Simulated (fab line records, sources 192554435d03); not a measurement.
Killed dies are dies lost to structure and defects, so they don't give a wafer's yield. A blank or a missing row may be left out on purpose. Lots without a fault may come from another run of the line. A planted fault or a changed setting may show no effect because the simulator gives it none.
One fault seen from 2 desks | flow n5_finfet | each desk has only its own numbers; what lay behind them comes last

THE TOOL OWNER'S DESK: rie_diel-02
The tool's own readings at N5_BEOL_M1_TRENCH_ETCH_37 (etches SiOC in C4F6/O2, target depth 55.207 nm, time 29 s): means of the sampled wafers that have a number, for each lot that ran on this tool. A lot is out of limits, marked OUT, if its mean lies more than 4 standard deviations from the usual mean; the brackets give that distance. Of its 8 readings 7 are shown: those that lie furthest out on some lot.
Columns: A = drypump_motor_current_A at N5_BEOL_M1_TRENCH_ETCH_37, usual 5.8 A; B = mfc_ar_sccm at N5_BEOL_M1_TRENCH_ETCH_37, usual 300.0 sccm; C = oes_ar_750_au at N5_BEOL_M1_TRENCH_ETCH_37, usual 0.77 a.u.; D = oes_f_703_au at N5_BEOL_M1_TRENCH_ETCH_37, usual 0.76 a.u.; E = oes_product_au at N5_BEOL_M1_TRENCH_ETCH_37, usual 0.77 a.u.; F = showerhead_plenum_p_Torr at N5_BEOL_M1_TRENCH_ETCH_37, usual 2.89 Torr; G = throttle_valve_pct at N5_BEOL_M1_TRENCH_ETCH_37, usual 20.90 %
lot  | first seen here | A   | B     | C    | D    | E    | F    | G
L452 | day 9 01:57     | 5.8 | 300.8 | 0.73 | 0.72 | 0.74 | 2.84 | 20.76
L453 | day 9 02:26     | 6.2 | 300.5 | 0.77 | 0.77 | 0.77 | 2.83 | 20.62
L457 | day 9 20:19     | 6.1 | 298.8 | 0.72 | 0.72 | 0.72 | 2.84 | 20.76
L459 | day 10 04:36    | 5.9 | 299.3 | 0.73 | 0.72 | 0.68 | 2.91 | 20.71
L460 | day 10 07:10    | 5.5 | 301.4 | 0.69 | 0.68 | 0.66 | 2.92 | 20.85
This desk's finding: nothing out of limits on any of the 5 lots.

THE METROLOGY DESK
What the gauges read, lot by lot, whatever tool the lot ran on: means of the sampled wafers that have a number. A lot is out of limits, marked OUT, if its mean lies more than 4 standard deviations from the usual mean; the brackets give that distance. Of its 12 readings 7 are shown: the one that was out of limits first, and those that lie furthest out on some lot.
Columns: A = trench_depth_nm at N5_BEOL_M1_OCD_MEAS_38, usual 55.0 nm; B = DIBL_N at N5_BEOL_M4_RC_MEAS_101, usual 36.4 mV/V; C = IOFF_P at N5_BEOL_M4_RC_MEAS_101, usual 0.21 nA/um; D = ION_P at N5_BEOL_M4_RC_MEAS_101, usual 464 uA/um; E = SS_P at N5_BEOL_M4_RC_MEAS_101, usual 73.3 mV/dec; F = VT_N at N5_BEOL_M4_RC_MEAS_101, usual 250 mV; G = VT_P at N5_BEOL_M4_RC_MEAS_101, usual -251 mV
lot  | first seen here | A               | B    | C    | D   | E    | F   | G
L447 | day 7 06:01     | 56.2            | 34.4 | 0.17 | 462 | 72.0 | 251 | -253
L450 | day 8 00:38     | 54.2            | 34.0 | 0.18 | 465 | 71.8 | 251 | -252
L452 | day 8 09:17     | 54.2            | 38.3 | 0.24 | 471 | 73.5 | 251 | -249
L453 | day 8 23:00     | 55.0            | 36.9 | 0.21 | 468 | 73.7 | 247 | -250
L454 | day 9 02:56     | 55.9            | 36.0 | 0.25 | 475 | 73.1 | 248 | -247
L457 | day 9 15:55     | 54.1            | 36.2 | 0.21 | 452 | 73.9 | 250 | -253
L459 | day 10 01:26    | 49.3 (-4.0) OUT | 38.1 | 0.22 | 459 | 74.1 | 250 | -252
L460 | day 10 05:21    | 50.4            | 39.7 | 0.24 | 468 | 73.9 | 249 | -250
L466 | day 11 20:10    | 56.9            | 31.1 | 0.11 | 446 | 71.4 | 258 | -261
This desk's finding: out of limits on L459; first on L459, day 10 04:46 (trench_depth_nm at N5_BEOL_M1_OCD_MEAS_38). In limits: L447, L450, L452, L453, L454, L457, L460, L466.

PUT TOGETHER
The metrology desk could have raised an alarm at day 10 04:46, on L459.
The tool owner's desk saw nothing out of limits.
The tool owner's desk has L459 on record, within its limits.
Of the lots named, all ran N5_BEOL_M1_TRENCH_ETCH_37 on rie_diel-02.

WHAT THE SIMULATOR HAD PUT IN
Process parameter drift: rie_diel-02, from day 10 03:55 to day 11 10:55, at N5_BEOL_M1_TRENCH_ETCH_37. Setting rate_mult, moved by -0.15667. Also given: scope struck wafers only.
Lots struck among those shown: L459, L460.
Hours from the fault's start to each desk's first reading out of limits: the metrology desk, 1.
